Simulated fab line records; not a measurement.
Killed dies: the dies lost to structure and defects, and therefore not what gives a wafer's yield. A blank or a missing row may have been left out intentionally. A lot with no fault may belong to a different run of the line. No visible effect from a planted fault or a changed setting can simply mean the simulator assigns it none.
fab line records	flow n5_finfet
record lots=14	wafers=42	last_day=18
route steps=1938 shown BEOL_M9@1412
lots that met no fault: taken from a fault-free run of the same line
start_h: start of the lot's first displayed wafer, in hours after the record's first day	wait_h: hours since the lot's step before	" same as the row above	L1.1+2: a single row standing in for several wafers	- value missing, or start not given	* or withheld: withheld	< > ~ a bound
route shown NAME@n: a module of which the file shows steps, and the number in the route of the first	usual: the fault-free wafers' mean and standard deviation	same: alike in all rows	chamber/n: place in a boat	sites: each site's reading	_std_site: the standard deviation of these	_edge_site: the outer-site mean with the inner-site mean subtracted	radius_mm: how far each site lies from the wafer's centre	mask NAME#n: copy n	behind: the tool/chamber that last shaped the wafer	hold: reason for holding the lot/hours on hold/outcome of the hold	device: transistor that didn't switch, given as n, p or np	end of line: the same wafers' tests at the end of the route	a step without rows: its recipe alone	killed: at the first sort, the dies lost to defects and structure; wafer yield is something else	map: the dies of a wafer, with x for killed, . for not killed, _ for no die there
set.NAME: the setting that was run; set.NAME@STEP: the one run at that earlier step	model.NAME: the simulator's own value behind a step, which no gauge read
the route's steps for a sample of lots (tables are steps, rows are wafers)
services: when a tool's chamber went out of use (start_h, in hours from the record's first day, below 0 if earlier), for how many hours, and the reason
## steps
# step N5_BEOL_M9_PEB_09
# recipe peb_temp_c=withheld	peb_time_s=60	resist=CAR-ArF
# usual chill_plate_temp_C=23.01/0.11	exhaust_pa=44.9/0.86
lot.wafer	tool	chamber	start_h	wait_h	chill_plate_temp_C	exhaust_pa
L242.2	litho_track-04	0	199.10	0.0	23.13	44.8
L242.4	"	0	"	"	22.99	44.9
L242.6	"	0	"	"	22.94	46.0
L243.1	litho_track-03	0	217.51	0.1	22.93	44.5
L243.4	"	0	"	"	23.03	42.2
L243.5	"	0	"	"	23.00	43.1
L245.1	litho_track-04	0	225.85	0.1	22.84	44.8
L245.5	"	0	"	"	23.03	45.4
L245.6	"	0	"	"	23.11	43.9
L246.1	litho_track-04	0	228.23	0.1	23.02	45.1
L246.2	"	0	"	"	23.32	45.1
L246.3	"	0	"	"	22.99	44.7
L247.1	litho_track-04	0	240.41	0.1	23.06	46.4
L247.3	"	0	"	"	22.97	44.5
L247.6	"	0	"	"	23.05	46.3
L248.1	litho_track-01	0	247.36	0.1	23.06	45.1
L248.2	"	0	"	"	22.82	43.5
L248.5	"	0	"	"	23.00	46.0
L251.2	litho_track-03	0	259.67	0.0	22.97	46.5
L251.3	"	0	"	"	23.07	45.3
L251.4	"	0	"	"	23.12	45.6
L258.1	litho_track-03	0	318.40	0.1	22.89	45.3
L258.5	"	0	"	"	22.88	46.0
L258.6	"	0	"	"	23.02	45.2
L260.1	litho_track-01	-	325.00	0.1	-	-
L260.4	"	-	"	"	-	-
L260.6	"	-	"	"	-	-
L259.1	litho_track-01	-	337.51	0.1	-	-
L259.3	"	-	"	"	-	-
L259.4	"	-	"	"	-	-
L261.2	litho_track-04	0	342.47	0.0	22.94	44.7
L261.4	"	0	"	"	23.07	45.5
L261.5	"	0	"	"	23.03	44.7
L262.3	litho_track-03	0	354.03	0.0	22.94	45.5
L262.5	"	0	"	"	22.88	42.9
L262.6	"	0	"	"	22.97	44.7
L263.1	litho_track-03	0	359.08	0.1	22.82	43.9
L263.4	"	0	"	"	22.81	45.3
L263.5	"	0	"	"	22.93	44.7
L264.1	litho_track-01	0	375.44	0.1	23.04	43.8
L264.5	"	0	"	"	23.03	44.7
L264.6	"	0	"	"	23.01	43.9
# step N5_BEOL_M9_ETCH_61
# recipe chemistry=CF4	target=SiARC	target_depth_a=390	mask_material=CAR-ArF	time_s=65	ion_energy_ev=80	pressure_mtorr=40	source_w=545	bias_w=36	Ar_flow_sccm=100	cf4_flow_sccm=100	ends=cleared
# usual drypump_motor_current_A=5.7/0.48	etch_rf_on_time_s=64.4/1.7	oes_product_au=0.69/0.094	rf_vpp_V=184.1/1.1	showerhead_plenum_p_Torr=2.14/0.076	throttle_valve_pct=15.61/0.25
lot.wafer	tool	chamber	start_h	wait_h	drypump_motor_current_A	etch_rf_on_time_s	oes_product_au	rf_hours_counter_h	rf_vpp_V	showerhead_plenum_p_Torr	throttle_valve_pct
L242.2	rie_diel-01	3	199.29	0.0	6.6	64.6	0.62	175	185.2	2.21	15.83
L242.4	"	2	"	"	5.7	64.0	0.61	241	183.5	2.11	16.10
L242.6	"	2	"	"	5.7	64.1	0.61	-	184.0	2.11	16.10
L243.1	rie_diel-01	1	217.88	0.0	6.6	63.7	0.60	237	183.5	2.05	15.50
L243.4	"	0	"	"	5.5	64.6	0.74	40	184.9	2.17	15.33
L243.5	"	1	"	"	6.6	64.0	0.59	-	184.7	2.05	15.52
L245.1	rie_diel-02	3	226.04	0.0	5.5	65.6	0.73	56	185.7	2.25	15.28
L245.5	"	2	"	"	5.6	65.0	0.61	-	182.3	2.03	15.68
L245.6	"	1	"	"	6.2	64.3	0.62	-	182.4	2.12	15.58
L246.1	rie_diel-02	3	228.51	0.0	5.5	65.5	0.73	57	185.7	2.25	15.28
L246.2	"	2	"	"	5.6	64.9	0.61	230	182.3	2.03	15.69
L246.3	"	1	"	"	6.3	64.3	0.62	203	183.1	2.12	15.59
L247.1	rie_diel-02	1	241.18	0.0	6.2	64.1	0.62	207	182.5	2.12	15.60
L247.3	"	2	"	"	5.6	64.1	0.61	234	181.9	2.03	15.69
L247.6	"	0	"	"	5.3	68.4	0.69	-	183.5	2.10	15.54
L248.1	rie_diel-01	1	247.55	0.0	6.6	64.1	0.59	250	183.5	2.04	15.53
L248.2	"	3	"	"	6.6	65.4	0.60	192	186.2	2.21	15.87
L248.5	"	3	"	"	6.6	65.9	0.60	-	184.3	2.21	15.86
L251.2	rie_diel-03	3	259.89	0.0	5.1	63.1	0.61	225	183.6	2.10	15.85
L251.3	"	0	"	"	5.7	63.5	0.60	247	185.4	2.19	16.09
L251.4	"	1	"	"	5.7	63.3	0.63	-	183.8	2.03	15.84
L258.1	rie_diel-03	2	318.60	0.0	5.3	62.8	0.83	16	186.1	2.19	15.44
L258.5	"	0	"	"	5.6	61.7	0.84	-	185.7	2.19	15.59
L258.6	"	3	"	"	5.0	63.7	0.60	-	184.1	2.10	15.88
L260.1	rie_diel-03	1	325.19	0.0	5.7	62.7	0.62	228	182.5	2.03	15.89
L260.4	"	2	"	"	5.3	62.7	0.83	17	186.0	2.19	15.45
L260.6	"	2	"	"	5.3	62.2	0.83	-	184.4	2.19	15.42
L259.1	rie_diel-02	0	337.78	0.0	5.2	68.8	0.65	82	183.5	2.09	15.58
L259.3	"	1	"	"	6.2	64.5	0.60	238	183.7	2.11	15.65
L259.4	"	2	"	"	5.6	64.5	0.83	1	185.5	2.27	15.20
L261.2	rie_diel-02	0	342.66	0.0	5.3	69.4	0.65	83	183.1	2.09	15.60
L261.4	"	3	"	"	5.5	65.8	0.70	95	185.1	2.24	15.36
L261.5	"	2	"	"	5.6	65.2	0.81	-	184.9	2.27	15.20
L262.3	rie_diel-03	2	354.22	0.0	5.2	62.4	0.81	24	184.7	2.18	15.43
L262.5	"	2	"	"	5.2	62.7	0.80	-	184.6	2.18	15.43
L262.6	"	3	"	"	5.1	63.8	0.60	-	183.9	2.10	15.89
L263.1	rie_diel-01	0	359.53	0.0	5.5	65.1	0.69	86	184.1	2.16	15.44
L263.4	"	2	"	"	5.7	63.1	0.80	25	184.7	2.10	15.65
L263.5	"	0	"	"	5.5	65.3	0.69	-	184.3	2.16	15.43
L264.1	rie_diel-03	2	375.63	0.0	5.3	62.6	0.80	32	186.4	2.18	15.48
L264.5	"	1	"	"	5.7	63.6	0.60	-	183.5	2.02	15.93
L264.6	"	2	"	"	5.3	62.5	0.80	-	183.1	2.18	15.47
# step N5_BEOL_M9_HM_OPEN_17
# recipe chemistry=Cl2/BCl3	target_depth_a=200	overetch_a=60	target=TiN	mask_material=SOC	ion_energy_ev=150	pressure_mtorr=10	icp_w=1000	bias_w=126	Cl2_flow_sccm=53.25	bcl3_flow_sccm=21.75	Ar_flow_sccm=25
# usual drypump_motor_current_A=5.48/0.2	oes_product_au=0.68/0.08	throttle_valve_pct=22.20/0.19
lot.wafer	tool	chamber	start_h	wait_h	drypump_motor_current_A	oes_product_au	rf_hours_counter_h	throttle_valve_pct
L242.2	rie_metal-01	1	199.53	0.0	5.59	0.76	14	21.90
L242.4	"	1	"	"	5.61	0.75	-	21.90
L242.6	"	1	"	"	5.59	0.76	-	21.90
L243.1	rie_metal-01	1	218.12	0.0	5.58	0.76	17	21.88
L243.4	"	1	"	"	5.56	0.75	-	21.93
L243.5	"	0	"	"	5.87	0.65	-	22.04
L245.1	rie_metal-02	1	226.28	0.0	5.32	0.70	23	22.34
L245.5	"	1	"	"	5.29	0.71	-	22.35
L245.6	"	1	"	"	5.29	0.71	-	22.35
L246.1	rie_metal-03	0	228.74	0.0	5.22	0.66	40	22.10
L246.2	"	1	"	"	5.51	0.56	108	22.48
L246.3	"	0	"	"	5.24	0.68	-	22.08
L247.1	rie_metal-01	1	241.42	0.0	5.58	0.75	18	21.90
L247.3	"	1	"	"	5.58	0.74	-	21.90
L247.6	"	1	"	"	5.56	0.74	-	21.91
L248.1	rie_metal-02	1	247.78	0.0	5.35	0.72	24	22.34
L248.2	"	0	"	"	5.49	0.81	1	22.13
L248.5	"	1	"	"	5.33	0.72	-	22.31
L251.2	rie_metal-02	1	260.13	0.0	5.33	0.70	26	22.33
L251.3	"	0	"	"	5.50	0.77	-	22.17
L251.4	"	1	"	"	5.29	0.70	-	22.34
L258.1	rie_metal-03	0	318.83	0.0	5.24	0.67	43	22.07
L258.5	"	1	"	"	5.47	0.55	-	22.47
L258.6	"	0	"	"	5.25	0.67	-	22.10
L260.1	rie_metal-01	0	325.43	0.0	5.87	0.63	57	22.06
L260.4	"	0	"	"	5.92	0.61	-	22.10
L260.6	"	0	"	"	5.88	0.62	-	22.08
L259.1	rie_metal-02	1	338.02	0.0	5.31	0.69	33	22.37
L259.3	"	0	"	"	5.47	0.74	-	22.17
L259.4	"	1	"	"	5.31	0.69	-	22.35
L261.2	rie_metal-03	1	342.90	0.0	5.50	0.83	0	22.04
L261.4	"	1	"	"	5.49	0.83	-	22.03
L261.5	"	0	"	"	5.23	0.66	-	22.12
L262.3	rie_metal-03	0	354.48	0.1	5.20	0.66	-	22.11
L262.5	"	0	"	"	5.19	0.65	-	22.11
L262.6	"	1	"	"	5.51	0.81	-	22.03
L263.1	rie_metal-02	0	359.77	0.0	5.49	0.73	13	22.18
L263.4	"	0	"	"	5.46	0.74	-	22.16
L263.5	"	0	"	"	5.46	0.73	-	22.17
L264.1	rie_metal-03	1	375.87	0.0	5.46	0.80	2	22.03
L264.5	"	1	"	"	5.47	0.80	-	22.01
L264.6	"	0	"	"	5.22	0.67	-	22.10
# step N5_BEOL_M9_STRIP_19
# recipe chemistry=O2	power_w=400	temp_c=40	pressure_mtorr=30	rf_frequency_hz=6e+07	bias_power_w=0	overash_fraction=0.2	o2_flow_sccm=225
# usual drypump_motor_current_A=5.8/0.49	oes_product_au=0.79/0.094	rf_vpp_V=3.6/0.61	showerhead_plenum_p_Torr=2.10/0.076	throttle_valve_pct=16.73/0.26
# same overash_fraction=0.2
lot.wafer	tool	chamber	start_h	wait_h	drypump_motor_current_A	oes_product_au	rf_hours_counter_h	rf_vpp_V	showerhead_plenum_p_Torr	throttle_valve_pct
L242.2	rie_diel-01	3	199.64	0.1	6.6	0.74	175	4.7	2.19	16.97
L242.4	"	1	"	"	6.6	0.68	231	4.5	1.98	16.42
L242.6	"	0	"	"	5.5	0.89	-	4.1	2.12	16.30
L243.1	rie_diel-03	3	218.23	0.1	5.0	0.73	212	4.5	2.07	16.91
L243.4	"	2	"	"	5.3	0.70	242	3.7	2.14	16.95
L243.5	"	1	"	"	5.7	0.74	-	4.9	2.02	17.03
L245.1	rie_diel-01	3	226.48	0.2	6.6	0.72	184	3.1	2.18	16.99
L245.5	"	1	"	"	6.6	0.67	-	3.8	1.97	16.42
L245.6	"	2	"	"	5.7	0.69	-	3.4	2.08	17.29
L246.1	rie_diel-01	3	228.86	0.1	6.6	0.73	184	2.3	2.18	16.99
L246.2	"	2	"	"	5.7	0.69	253	4.0	2.08	17.29
L246.3	"	1	"	"	6.6	0.67	242	3.0	1.97	16.41
L247.1	rie_diel-02	2	241.65	0.2	5.6	0.70	234	3.0	1.99	16.79
L247.3	"	1	"	"	6.2	0.72	207	3.3	2.06	16.57
L247.6	"	1	"	"	6.2	0.72	-	3.3	2.06	16.59
L248.1	rie_diel-03	1	247.90	0.1	5.7	0.73	205	4.0	2.01	17.06
L248.2	"	3	"	"	5.1	0.72	221	3.2	2.07	16.93
L248.5	"	3	"	"	5.1	0.72	-	3.6	2.07	16.95
L251.2	rie_diel-01	3	260.24	0.1	6.6	0.72	196	4.4	2.18	17.00
L251.3	"	1	"	"	6.6	0.65	254	3.4	1.97	16.45
L251.4	"	1	"	"	6.6	0.66	-	4.4	1.97	16.46
L258.1	rie_diel-02	1	318.94	0.1	6.2	0.69	232	2.5	2.05	16.61
L258.5	"	1	"	"	6.2	0.70	-	4.9	2.05	16.63
L258.6	"	0	"	"	5.3	0.80	-	3.1	2.06	16.73
L260.1	rie_diel-02	1	325.64	0.2	6.2	0.71	234	3.7	2.05	16.64
L260.4	"	1	"	"	6.2	0.70	-	4.1	2.05	16.60
L260.6	"	0	"	"	5.3	0.79	-	4.0	2.06	16.74
L259.1	rie_diel-03	3	338.14	0.1	5.1	0.69	246	3.1	2.06	16.97
L259.3	"	0	"	"	5.6	0.96	14	4.0	2.13	16.62
L259.4	"	1	"	"	5.7	0.72	232	3.2	2.01	17.12
L261.2	rie_diel-01	3	343.01	0.1	6.6	0.71	221	4.2	2.17	17.07
L261.4	"	0	"	"	5.5	0.83	82	4.9	2.10	16.40
L261.5	"	2	"	"	5.7	0.92	-	3.3	2.08	16.85
L262.3	rie_diel-03	3	354.56	0.1	5.1	0.69	250	4.1	2.06	16.97
L262.5	"	2	"	"	5.3	0.94	-	4.3	2.13	16.48
L262.6	"	1	"	"	5.7	0.72	-	3.6	2.00	17.12
L263.1	rie_diel-03	0	359.96	0.1	5.6	0.95	20	2.2	2.13	16.64
L263.4	"	2	"	"	5.3	0.93	-	4.1	2.13	16.48
L263.5	"	0	"	"	5.6	0.94	-	3.5	2.13	16.64
L264.1	rie_diel-03	0	375.99	0.1	5.7	0.94	25	3.6	2.13	16.65
L264.5	"	1	"	"	5.7	0.72	-	3.5	2.00	17.12
L264.6	"	2	"	"	5.3	0.93	-	4.1	2.13	16.50
## services
tool	chamber	start_h	hours	kind
rie_diel-02	-	204.96	14.6	pm
rie_metal-02	1	209.25	8.3	repair
rie_diel-01	3	218.89	5.0	repair
rie_diel-02	0	225.17	5.2	repair
rie_metal-02	-	233.44	1.1	repair
rie_diel-01	2	237.75	12.4	repair
rie_metal-03	0	240.05	54.4	repair
rie_diel-03	2	244.14	-	clean
rie_diel-03	2	244.14	-	consumable_replace:focus_ring
rie_diel-03	2	244.14	16.8	scheduled_down
rie_diel-03	2	244.14	16.8	vent_cycle
rie_diel-01	2	250.55	-	clean
rie_diel-01	2	250.55	-	consumable_replace:focus_ring
rie_diel-01	2	250.55	18.5	scheduled_down
rie_diel-03	0	270.19	-	clean
rie_diel-03	0	270.19	-	consumable_replace:focus_ring
rie_diel-02	2	301.04	12.7	repair
rie_metal-01	1	320.81	10.9	repair
rie_diel-01	1	326.94	2.6	repair
rie_diel-02	1	334.58	3.1	repair
rie_metal-02	1	343.36	2.2	repair
rie_diel-03	3	354.99	-	clean
rie_diel-03	3	354.99	-	consumable_replace:esc
rie_diel-03	3	354.99	-	consumable_replace:focus_ring
## key
first_sign step=N5_BEOL_M9_PEB_09	reading=tool_record	direction=missing
effect none on later readings
met_at N5_BEOL_M9_PEB_09
struck_lots L259,L260
later_rows_left_out L259.1,L259.3,L259.4,L260.1,L260.4,L260.6
sort_left_out L259.1,L259.3,L259.4,L260.1,L260.4,L260.6
not_acting_at N5_BEOL_M9_ETCH_61,N5_BEOL_M9_HM_OPEN_17,N5_BEOL_M9_STRIP_19
onset_between 247.36 325.00
fault kind=skipped_step_whole	tool=litho_track-01	chamber=-	onset_h=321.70	steps=N5_BEOL_M9_PEB_09	scope=struck_lots_only
# sort_left_out: the simulated sort isn't trusted on such a fault, so these wafers' sort isn't shown, and their yield isn't known
# later_rows_left_out: the simulator's readings of these wafers behind a module that went badly wrong aren't trusted and aren't shown, but for the sort
